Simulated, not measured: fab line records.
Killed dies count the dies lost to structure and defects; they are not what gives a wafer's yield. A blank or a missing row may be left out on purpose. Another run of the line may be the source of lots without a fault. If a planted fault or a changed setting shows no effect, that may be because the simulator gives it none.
fab line records	flow nandHarc
record lots=5	wafers=15	lastDay=33
route steps=1302 shown A_SOURCE_PLATE@420 A_ONON_D1@424 END@1302
lots untouched by any fault: they come from a run of this same line in which no faults occurred
startH: start of the lot's first displayed wafer, in hours after the record's first day	waitH: hours elapsed since this lot's preceding step	" the same as in the row above	L1.1+2: a row that stands for several wafers	- no value present, or no start provided	* or withheld: withheld	< > ~ a bound
route shown NAME@n: NAME is a module with steps in the file, n the number in the route of the first one	usual: the fault-free wafers' mean and standard deviation	same: alike in all rows	chamber/n: place in a boat	sites: per-site readings	_std_site: their standard deviation	_edge_site: the outer-site mean with the inner-site mean subtracted	radiusMm: for every site, how far away it sits from the centre of the wafer	mask NAME#n: copy n	behind: the last tool/chamber to shape the wafer	hold: why the lot was held/for how many hours/how that ended	device: the n, p or np transistor that did not switch	end of line: the same wafers' tests at the end of the route	a step given without rows: its recipe and nothing more	killed: dies lost to structure and defects at the first sort, not the wafer's yield	map: a wafer's dies, marking killed ones x, the rest . and places with no die _
set.NAME: the setting as run; set.NAME@STEP: as run at that earlier step	model.NAME: the simulator's own value behind a step, which no gauge read
lots at some steps of the route; a table a step, a row a wafer
services: a tool's chamber out of use, with start hour (startH, from the record's first day; less than 0 if before it), hours out, and reason
## steps
# step NHARC_A_SOURCE_PLATE_THK_MEAS_06
# recipe thkMeasGauge=ellipsometry
# usual thkNm=200.2/1.9
lot.wafer	tool	chamber	startH	waitH	thkNm
L529.2	filmMetro-02	-	170.18	0.4	197.6
L529.3	"	-	"	"	198.4
L529.6	"	-	"	"	200.5
L536.1	filmMetro-01	-	240.19	0.4	202.1
L536.3	"	-	"	"	204.6
L536.4	"	-	"	"	201.6
L542.4	filmMetro-01	-	313.70	0.4	202.1
L542.5	"	-	"	"	200.6
L542.6	"	-	"	"	202.2
L545.2	filmMetro-02	-	324.78	0.4	200.6
L545.4	"	-	"	"	200.2
L545.6	"	-	"	"	200.7
L551.4	filmMetro-01	-	388.49	0.4	201.9
L551.5	"	-	"	"	197.6
L551.6	"	-	"	"	201.0
# step NHARC_A_SOURCE_PLATE_INSPECT_08
# usual rawDefectCount=59/23
lot.wafer	tool	chamber	startH	waitH	rawDefectCount
L529.2	defectInspect-02	-	170.27	0.0	39
L529.3	"	-	"	"	61
L529.6	"	-	"	"	40
L536.1	defectInspect-01	-	240.25	0.0	81
L536.3	"	-	"	"	92
L536.4	"	-	"	"	58
L542.4	defectInspect-01	-	313.76	0.0	76
L542.5	"	-	"	"	62
L542.6	"	-	"	"	54
L545.2	defectInspect-02	-	324.85	0.0	26
L545.4	"	-	"	"	28
L545.6	"	-	"	"	61
L551.4	defectInspect-01	-	388.59	0.0	42
L551.5	"	-	"	"	24
L551.6	"	-	"	"	45
# step NHARC_A_ONON_D1_DEP_00
# recipe targetThkA=10000	n2FlowSccm=2750	n2oFlowSccm=2000	nh3FlowSccm=500	sih4FlowSccm=210	tempC=400
# step NHARC_A_ONON_D1_THK_MEAS_02
# recipe thkMeasGauge=ellipsometry
# usual thkNm=1003/7.9
lot.wafer	tool	chamber	startH	waitH	thkNm
L529.2	filmMetro-02	-	170.84	-	1000
L529.3	"	-	"	"	1000
L529.6	"	-	"	"	1000
L536.1	filmMetro-01	-	240.83	-	1002
L536.3	"	-	"	"	1003
L536.4	"	-	"	"	1001
L542.4	filmMetro-02	-	314.34	-	1003
L542.5	"	-	"	"	1000
L542.6	"	-	"	"	1001
L545.2	filmMetro-01	-	325.43	-	992
L545.4	"	-	"	"	992
L545.6	"	-	"	"	991
L551.4	filmMetro-02	-	389.17	-	1008
L551.5	"	-	"	"	1008
L551.6	"	-	"	"	1008
# step NHARC_A_ONON_D1_DEP_03
# recipe targetThkA=10000	n2FlowSccm=2750	n2oFlowSccm=2000	nh3FlowSccm=500	sih4FlowSccm=210	tempC=400
# step NHARC_A_ONON_D1_THK_MEAS_05
# recipe thkMeasGauge=ellipsometry
# usual thkNm=1001/8.4
lot.wafer	tool	chamber	startH	waitH	thkNm
L529.2	filmMetro-01	-	171.40	-	1010
L529.3	"	-	"	"	1011
L529.6	"	-	"	"	1009
L536.1	filmMetro-02	-	241.40	-	1003
L536.3	"	-	"	"	1005
L536.4	"	-	"	"	1003
L542.4	filmMetro-02	-	314.91	-	1008
L542.5	"	-	"	"	1007
L542.6	"	-	"	"	1007
L545.2	filmMetro-02	-	325.99	-	1013
L545.4	"	-	"	"	1015
L545.6	"	-	"	"	1014
L551.4	filmMetro-02	-	389.73	-	999
L551.5	"	-	"	"	998
L551.6	"	-	"	"	996
# step NHARC_A_ONON_D1_DEP_06
# recipe targetThkA=10000	n2FlowSccm=2750	n2oFlowSccm=2000	nh3FlowSccm=500	sih4FlowSccm=210	tempC=400
# step NHARC_A_ONON_D1_THK_MEAS_08
# recipe thkMeasGauge=ellipsometry
# usual thkNm=999/11
lot.wafer	tool	chamber	startH	waitH	thkNm
L529.2	filmMetro-01	-	171.97	-	998
L529.3	"	-	"	"	996
L529.6	"	-	"	"	997
L536.1	filmMetro-02	-	241.97	-	1002
L536.3	"	-	"	"	1004
L536.4	"	-	"	"	1004
L542.4	filmMetro-02	-	315.48	-	980
L542.5	"	-	"	"	982
L542.6	"	-	"	"	980
L545.2	filmMetro-01	-	326.61	-	977
L545.4	"	-	"	"	977
L545.6	"	-	"	"	976
L551.4	filmMetro-02	-	390.30	-	997
L551.5	"	-	"	"	997
L551.6	"	-	"	"	998
# step NHARC_A_ONON_D1_DEP_09
# recipe targetThkA=10000	n2FlowSccm=2750	n2oFlowSccm=2000	nh3FlowSccm=500	sih4FlowSccm=210	tempC=400
# step NHARC_A_ONON_D1_THK_MEAS_11
# recipe thkMeasGauge=ellipsometry
# usual thkNm=999/8.2
lot.wafer	tool	chamber	startH	waitH	thkNm
L529.2	filmMetro-02	-	172.54	-	1003
L529.3	"	-	"	"	1004
L529.6	"	-	"	"	1005
L536.1	filmMetro-02	-	242.53	-	995
L536.3	"	-	"	"	993
L536.4	"	-	"	"	993
L542.4	filmMetro-02	-	316.18	-	985
L542.5	"	-	"	"	985
L542.6	"	-	"	"	985
L545.2	filmMetro-01	-	327.17	-	996
L545.4	"	-	"	"	1000
L545.6	"	-	"	"	997
L551.4	filmMetro-01	-	390.89	-	989
L551.5	"	-	"	"	989
L551.6	"	-	"	"	988
# step NHARC_A_ONON_D1_DEP_12
# recipe targetThkA=10000	n2FlowSccm=2750	n2oFlowSccm=2000	nh3FlowSccm=500	sih4FlowSccm=210	tempC=400
# usual sih4FlowSccm=210.0/0.59
lot.wafer	tool	chamber	startH	waitH	sih4FlowSccm
L529.2	pecvdOnon-03	0	172.65	0.1	210.2
L529.3	"	0	"	"	210.0
L529.6	"	0	"	"	210.1
L536.1	pecvdOnon-04	0	242.59	0.1	210.9
L536.3	"	0	"	"	210.9
L536.4	"	0	"	"	210.4
L542.4	pecvdOnon-03	0	316.64	0.5	209.9
L542.5	"	0	"	"	210.3
L542.6	"	0	"	"	210.6
L545.2	pecvdOnon-04	0	327.28	0.1	210.1
L545.4	"	0	"	"	210.7
L545.6	"	0	"	"	209.6
L551.4	pecvdOnon-01	0	391.12	0.2	210.5
L551.5	"	0	"	"	209.7
L551.6	"	0	"	"	210.2
# step NHARC_A_ONON_D1_THK_MEAS_14
# recipe thkMeasGauge=ellipsometry
# usual thkNm=999/11
lot.wafer	tool	chamber	startH	waitH	thkNm
L529.2	filmMetro-01	-	173.11	-	983
L529.3	"	-	"	"	984
L529.6	"	-	"	"	985
L536.1	filmMetro-02	-	243.10	-	1709
L536.3	"	-	"	"	1709
L536.4	"	-	"	"	1710
L542.4	filmMetro-01	-	316.97	-	998
L542.5	"	-	"	"	998
L542.6	"	-	"	"	1000
L545.2	filmMetro-02	-	327.73	-	986
L545.4	"	-	"	"	984
L545.6	"	-	"	"	985
L551.4	filmMetro-02	-	391.46	-	1000
L551.5	"	-	"	"	1001
L551.6	"	-	"	"	1001
# step NHARC_A_ONON_D1_ANNEAL_15
# recipe tempC=750	timeS=3600
# step NHARC_END_SORT_01
# recipe tempC=25
# usual killedAtArray=57/18	killedAtOther=0.9/1.3	killedAtPeriphery=3.5/2.2	killedDies=62/18	killedOpen=3.0/1.7	killedShort=2.3/1.5
# same grossDies=677
lot.wafer	tool	chamber	startH	waitH	killedAtArray	killedAtOther	killedAtPeriphery	killedDies	killedOpen	killedShort
L529.2	prober-02	0	570.71	2.8	53	0	7	60	2	2
L529.3	prober-02	0	571.52	3.1	48	1	10	59	4	2
L529.6	prober-02	0	573.96	4.1	45	0	5	50	2	0
L536.1	prober-02	0	654.89	2.5	668	1	8	677	7	0
L536.3	prober-02	0	656.49	3.1	671	0	6	677	5	3
L536.4	prober-02	0	657.29	3.4	673	0	4	677	5	2
L545.2	prober-01	0	707.18	2.7	60	0	2	62	1	4
L545.4	prober-01	0	708.77	3.4	68	0	1	69	4	2
L545.6	prober-01	0	710.35	4.0	79	0	1	80	3	4
L542.4	prober-02	0	717.58	3.4	52	4	2	58	3	3
L542.5	prober-02	0	718.38	3.7	52	1	2	55	2	3
L542.6	prober-02	0	719.19	4.0	47	0	2	49	1	1
L551.4	prober-02	0	789.25	3.4	35	0	4	39	2	2
L551.5	prober-02	0	790.04	3.7	42	0	5	47	3	2
L551.6	prober-02	0	790.83	3.9	49	1	4	54	5	1
# killed by level:class
L529.2 A_SLIT:chamberFilmFlake=26 A_CHANNEL_HOLE_D2:chamberFilmFlake=12 P_M2:chamberFilmFlake=4 A_CHANNEL_FILL_D2:chamberFilmFlake=3 A_SGD_CUT:chamberFilmFlake=3 A_CONTACT:chamberFilmFlake=3 P_GATE:chamberFilmFlake=2 P_GATE:geometricParticle:open=1
L529.3 A_SLIT:chamberFilmFlake=21 A_CHANNEL_HOLE_D2:chamberFilmFlake=8 A_CHANNEL_FILL_D2:chamberFilmFlake=4 A_SGD_CUT:chamberFilmFlake=4 A_CONTACT:chamberFilmFlake=3 P_GATE:geometricParticle:open=2 P_ZERO_WELL:chamberFilmFlake=2 P_STI:chamberFilmFlake=2
L529.6 A_SLIT:chamberFilmFlake=23 A_CHANNEL_HOLE_D2:chamberFilmFlake=9 P_GATE:chamberFilmFlake=3 A_CHANNEL_HOLE_D1:chamberFilmFlake=3 A_CHANNEL_FILL_D2:chamberFilmFlake=3 A_CONTACT:chamberFilmFlake=3 A_STAIRCASE:geometricParticle:open=1 A_BLC:geometricParticle:open=1
L536.1 A_ONON_D1:areaDep=637 A_CHANNEL_HOLE_D2:chamberFilmFlake=11 A_CHANNEL_HOLE_D1:chamberFilmFlake=8 P_CONTACT:chamberFilmFlake=3 P_CONTACT:geometricParticle:open=2 A_CHANNEL_FILL_D1:geometricParticle:open=2 P_GATE:chamberFilmFlake=2 A_STAIRCASE:chamberFilmFlake=2
L536.3 A_ONON_D1:areaDep=641 A_CHANNEL_HOLE_D2:chamberFilmFlake=13 A_CHANNEL_HOLE_D1:chamberFilmFlake=3 A_BONDPAD:chamberFilmFlake=3 P_CONTACT:chamberFilmFlake=2 A_SLIT:chamberFilmFlake=2 A_STAIRCASE:chamberFilmFlake=2 P_STI:geometricParticle:short=1
L536.4 A_ONON_D1:areaDep=644 A_CHANNEL_HOLE_D2:chamberFilmFlake=10 A_CHANNEL_HOLE_D1:chamberFilmFlake=5 A_SLIT:chamberFilmFlake=3 A_SOURCE_PLATE:geometricParticle:short=2 P_STI:chamberFilmFlake=2 A_STAIRCASE:chamberFilmFlake=2 P_M0:geometricParticle:open=1
L545.2 A_CHANNEL_HOLE_D1:chamberFilmFlake=27 A_CHANNEL_HOLE_D2:chamberFilmFlake=11 A_CONTACT:chamberFilmFlake=10 A_WL_FILL:geometricParticle:short=2 A_SLIT:chamberFilmFlake=2 A_DECK1_JOINT:chamberFilmFlake=2 A_STAIRCASE:chamberFilmFlake=2 A_DECK1_JOINT:geometricParticle:short=1
L545.4 A_CHANNEL_HOLE_D1:chamberFilmFlake=30 A_CHANNEL_HOLE_D2:chamberFilmFlake=20 A_CONTACT:chamberFilmFlake=6 A_CHANNEL_FILL_D2:geometricParticle:short=2 A_SGD_CUT:geometricParticle:open=2 A_DECK1_JOINT:chamberFilmFlake=2 A_STAIRCASE:chamberFilmFlake=2 A_WL_FILL:geometricParticle:open=1
L545.6 A_CHANNEL_HOLE_D1:chamberFilmFlake=30 A_CHANNEL_HOLE_D2:chamberFilmFlake=29 A_CONTACT:chamberFilmFlake=5 A_STAIRCASE:chamberFilmFlake=3 A_BLC:chamberFilmFlake=3 A_CONTACT:geometricParticle:open=2 A_SOURCE_PLATE:geometricParticle:open=1 A_CHANNEL_FILL_D1:geometricParticle:short=1
L542.4 A_CHANNEL_HOLE_D1:chamberFilmFlake=31 A_SGD_CUT:chamberFilmFlake=5 A_SLIT:chamberFilmFlake=4 A_DECK1_JOINT:chamberFilmFlake=3 A_CONTACT:chamberFilmFlake=3 THIN_TSV:chamberFilmFlake=3 P_GATE:chamberFilmFlake=2 A_SOURCE_PLATE:geometricParticle:open=1
L542.5 A_CHANNEL_HOLE_D1:chamberFilmFlake=35 A_CONTACT:chamberFilmFlake=3 A_SGD_CUT:chamberFilmFlake=3 A_SLIT:chamberFilmFlake=3 A_DECK1_JOINT:chamberFilmFlake=2 A_STAIRCASE:chamberFilmFlake=2 P_CONTACT:geometricParticle:open=1 A_DECK1_JOINT:geometricParticle:short=1
L542.6 A_CHANNEL_HOLE_D1:chamberFilmFlake=35 A_SGD_CUT:chamberFilmFlake=4 A_SLIT:chamberFilmFlake=2 A_STAIRCASE:chamberFilmFlake=2 P_M2:geometricParticle:short=1 A_ONON_D1:geometricParticle:open=1 P_M0:chamberFilmFlake=1 A_DECK1_JOINT:chamberFilmFlake=1
L551.4 A_CHANNEL_HOLE_D1:chamberFilmFlake=13 A_SLIT:chamberFilmFlake=10 A_CONTACT:chamberFilmFlake=3 P_GATE:chamberFilmFlake=2 A_STAIRCASE:chamberFilmFlake=2 P_CONTACT:geometricParticle:open=1 A_ONON_D2:geometricParticle:open=1 A_SGD_CUT:geometricParticle:short=1
L551.5 A_CHANNEL_HOLE_D1:chamberFilmFlake=16 A_SLIT:chamberFilmFlake=12 A_CONTACT:chamberFilmFlake=4 P_BONDPAD:chamberFilmFlake=3 A_CHANNEL_FILL_D2:geometricParticle:short=2 A_ZERO_WELL:chamberFilmFlake=2 A_SOURCE_PLATE:geometricParticle:open=1 A_CHANNEL_HOLE_D2:geometricParticle:open=1
L551.6 A_CHANNEL_HOLE_D1:chamberFilmFlake=17 A_SLIT:chamberFilmFlake=17 P_BONDPAD:chamberFilmFlake=3 A_ZERO_WELL:chamberFilmFlake=3 A_CONTACT:chamberFilmFlake=3 A_CHANNEL_FILL_D1:chamberFilmFlake=2 P_GATE:geometricParticle:open=1 A_CHANNEL_HOLE_D1:geometricParticle:open=1
# map L536.1 (x killed, . not)
____________x____________
_________xxxxxxx_________
_______xxxxxxxxxxx_______
______xxxxxxxxxxxxx______
_____xxxxxxxxxxxxxxx_____
____xxxxxxxxxxxxxxxxx____
____xxxxxxxxxxxxxxxxx____
___xxxxxxxxxxxxxxxxxxx___
___xxxxxxxxxxxxxxxxxxx___
__xxxxxxxxxxxxxxxxxxxxx__
__xxxxxxxxxxxxxxxxxxxxx__
_xxxxxxxxxxxxxxxxxxxxxxx_
_xxxxxxxxxxxxxxxxxxxxxxx_
_xxxxxxxxxxxxxxxxxxxxxxx_
_xxxxxxxxxxxxxxxxxxxxxxx_
_xxxxxxxxxxxxxxxxxxxxxxx_
xxxxxxxxxxxxxxxxxxxxxxxxx
xxxxxxxxxxxxxxxxxxxxxxxxx
xxxxxxxxxxxxxxxxxxxxxxxxx
xxxxxxxxxxxxxxxxxxxxxxxxx
xxxxxxxxxxxxxxxxxxxxxxxxx
_xxxxxxxxxxxxxxxxxxxxxxx_
_xxxxxxxxxxxxxxxxxxxxxxx_
_xxxxxxxxxxxxxxxxxxxxxxx_
_xxxxxxxxxxxxxxxxxxxxxxx_
_xxxxxxxxxxxxxxxxxxxxxxx_
__xxxxxxxxxxxxxxxxxxxxx__
__xxxxxxxxxxxxxxxxxxxxx__
___xxxxxxxxxxxxxxxxxxx___
___xxxxxxxxxxxxxxxxxxx___
____xxxxxxxxxxxxxxxxx____
____xxxxxxxxxxxxxxxxx____
_____xxxxxxxxxxxxxxx_____
______xxxxxxxxxxxxx______
_______xxxxxxxxxxx_______
_________xxxxxxx_________
____________x____________
# map L545.6 (x killed, . not)
____________.____________
_________......._________
_______..........._______
______.............______
_____..............._____
____....x............____
____..........x......____
___...................___
___..x................___
__....................x__
__.........x...........__
_......................._
_....x.................._
_x......x......x........_
_.......x..............._
_x..x..................._
.........................
.........................
.........................
.x..x......x..x..........
..x.....x....x........x..
_xxxx.xx....x...x..x...._
_xxxxx....xxx.xx........_
_xxxxx....x..xxx........_
_.xxxx...xx.xxxxx......._
_.xx.x......xxxx........_
__x.x.........xx.......__
__xxx..x......x.x......__
___..........xx.x.....___
___...................___
____........x........____
____.................____
_____..............._____
______.............______
_______..........._______
_________......._________
____________.____________
## services
tool	chamber	startH	hours	kind
pecvdOnon-03	-	227.00	13.0	pm
pecvdOnon-01	-	269.00	13.0	pm
pecvdOnon-04	-	311.20	13.0	pm
## key
firstSign step=NHARC_A_ONON_D1_THK_MEAS_14	reading=thkNm	direction=up	sigmas=64	usual=999	struck=1710
effect step=NHARC_END_SORT_01	reading=killedDies	direction=up	sigmas=35	usual=62	struck=677
moreKillsBornAt NHARC_A_ONON_D1_DEP_12@pecvdOnon-04=1922
metAt NHARC_A_ONON_D1_DEP_12
struckWafers L536.1,L536.3,L536.4
laterRowsLeftOut L536.1,L536.3,L536.4
testerLeftOut L536
fault kind=processParameterDrift	tool=pecvdOnon-04	chamber=-	onsetH=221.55	steps=NHARC_A_ONON_D1_DEP_12	channel=targetThkA	offset=*	shape=step	endH=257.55	actsIn=*	stated=*
# testerLeftOut: of these lots the tester's yield and bins aren't shown, on N5 and GAA mostly nor the transistor test; their killed dies are dies lost to structure and defects alone, not to doping, threshold or leakage, so they don't give the yield
# laterRowsLeftOut: the simulator's readings of these wafers behind a module that went badly wrong aren't trusted and aren't shown, but for the sort
